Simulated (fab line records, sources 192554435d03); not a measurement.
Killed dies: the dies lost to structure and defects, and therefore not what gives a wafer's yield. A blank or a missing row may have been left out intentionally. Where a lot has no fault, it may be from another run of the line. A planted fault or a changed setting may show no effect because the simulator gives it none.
Split-lot experiment | flow n5 finfet | 39 wafers read from 7 lots, route of 1938 steps

## ABOUT THE SPLIT
At N5_DUMMY_GATE_ETCH_37 (etches SOC in N2/H2, target depth 60 nm, overetch 30 nm), the setting source w was moved away from the recipe's 840 W on 18 of the 39 wafers read, by -17.5% to +18.8%. All remaining wafers had this setting at the recipe value.

Reading taken at the split's own step.

## THE READING
rf vpp V, in V, at N5_DUMMY_GATE_ETCH_37 (etches SOC in N2/H2, target depth 60 nm, overetch 30 nm). On this fab line, fault-free wafers typically give 523.3 V with a standard deviation of 2.7 V.

wafer  | tool, chamber at the split | source w as run, W | against the recipe | rf vpp V, V | against lot-mates on the recipe
L075.1 | rie diel-03, 1             | 979.4              | +16.6%             | 493.3       | -33.3
L075.2 | rie diel-03, 0             | 840                | recipe             | 524.5       | -
L075.3 | rie diel-03, 3             | 840                | recipe             | 529.8       | -
L075.4 | rie diel-03, 2             | 979.4              | +16.6%             | 496.0       | -30.6
L075.5 | rie diel-03, 1             | 979.4              | +16.6%             | 491.9       | -34.7
L075.6 | rie diel-03, 0             | 840                | recipe             | 525.5       | -
L080.1 | rie diel-03, 1             | 840                | recipe             | 520.3       | -
L080.2 | rie diel-03, 0             | 840                | recipe             | 525.5       | -
L080.6 | rie diel-03, 2             | 840                | recipe             | 523.1       | -
L084.1 | rie diel-02, 0             | 904.6              | +7.7%              | 513.9       | -7.2
L084.2 | rie diel-02, 3             | 840                | recipe             | 521.9       | -
L084.3 | rie diel-02, 1             | 904.6              | +7.7%              | 507.2       | -13.9
L084.4 | rie diel-02, 2             | 840                | recipe             | 519.7       | -
L084.5 | rie diel-02, 2             | 904.6              | +7.7%              | 508.2       | -12.9
L084.6 | rie diel-02, 1             | 840                | recipe             | 521.6       | -
L086.1 | rie diel-02, 0             | 911.9              | +8.6%              | 511.7       | -9.8
L086.2 | rie diel-02, 1             | 911.9              | +8.6%              | 508.9       | -12.6
L086.3 | rie diel-02, 3             | 840                | recipe             | 522.0       | -
L086.4 | rie diel-02, 2             | 911.9              | +8.6%              | 506.1       | -15.4
L086.5 | rie diel-02, 3             | 840                | recipe             | 521.5       | -
L086.6 | rie diel-02, 2             | 840                | recipe             | 520.9       | -
L092.1 | rie diel-01, 0             | 840                | recipe             | 524.8       | -
L092.2 | rie diel-01, 2             | 692.6              | -17.5%             | 559.9       | +36.0
L092.3 | rie diel-01, 1             | 840                | recipe             | 523.0       | -
L092.4 | rie diel-01, 3             | 692.6              | -17.5%             | 558.3       | +34.4
L092.5 | rie diel-01, 2             | 692.6              | -17.5%             | 561.1       | +37.2
L092.6 | rie diel-01, 3             | 840                | recipe             | 523.9       | -
L093.1 | rie diel-02, 0             | 840                | recipe             | 525.6       | -
L093.2 | rie diel-02, 2             | 998                | +18.8%             | 491.6       | -31.1
L093.3 | rie diel-02, 3             | 998                | +18.8%             | 492.6       | -30.1
L093.4 | rie diel-02, 1             | 998                | +18.8%             | 493.0       | -29.7
L093.5 | rie diel-02, 3             | 840                | recipe             | 521.6       | -
L093.6 | rie diel-02, 2             | 840                | recipe             | 521.0       | -
L094.1 | rie diel-01, 0             | 933.3              | +11.1%             | 508.1       | -16.0
L094.2 | rie diel-01, 1             | 840                | recipe             | 522.3       | -
L094.3 | rie diel-01, 3             | 933.3              | +11.1%             | 506.4       | -17.7
L094.4 | rie diel-01, 2             | 840                | recipe             | 526.2       | -
L094.5 | rie diel-01, 0             | 933.3              | +11.1%             | 505.8       | -18.3
L094.6 | rie diel-01, 1             | 840                | recipe             | 523.9       | -

FIT RESULTS
A straight line over all 39 wafers: rf vpp V changes by -1.82 V for each +1% of source w; r = -0.99; the points scatter about the line by 2.7 V.
The same after taking each lot's own level away (the mean of its wafers on the recipe; 39 wafers): -1.83 V for each +1%; r = -0.99; scatter 2.6 V.
The reading moves by 34 V for the largest change in source w, on that fit.
Across the lots, their own levels run from 521.07 to 526.60 V, a range of 2.0 times the standard deviation given above.
Consequently the slope shifts little with the lot-to-lot level, the two slopes agreeing.
Check: for one of the wafers moved furthest among these (+18.8%), held out of the fit, the line's prediction against its lot-mates is -33.6 V. Against them it came out at -31.1 V.
Tool readings at the split's step, against how far the setting was moved: rf vpp V r = -0.99.

## OTHER SPLITS ON THESE WAFERS
These wafers also went through other splits before the reading. Each is held against what the fit with the lots' levels taken away leaves over:
other split on the same wafers | wafers away from the commonest value | r with rf vpp V (lot level and that fit taken away)
N5_FIN_CUT_CUT_ETCH_15 time s  | 15                                   | -0.15

## THE WHOLE CHAIN: every reading that the file lists as answering this split, in the file's order
step                  | what it does                                            | reading                                                                             | change (the file's fit)                | r (the file's)
N5_DUMMY_GATE_ETCH_37 | etches SOC in N2/H2, target depth 60 nm, overetch 30 nm | rf vpp V                                                                            | -1.79 V for each +1% of the setting    | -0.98
N5_DUMMY_GATE_ETCH_37 | etches SOC in N2/H2, target depth 60 nm, overetch 30 nm | SiARC_of_DUMMY_GATE_COAT_35.thk nm (the simulator's own value, which no gauge read) | -0.0264 nm for each +1% of the setting | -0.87

## FILE'S OWN FIT
rf vpp V changes by -1.79 V for each +1% of source w, r = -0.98.
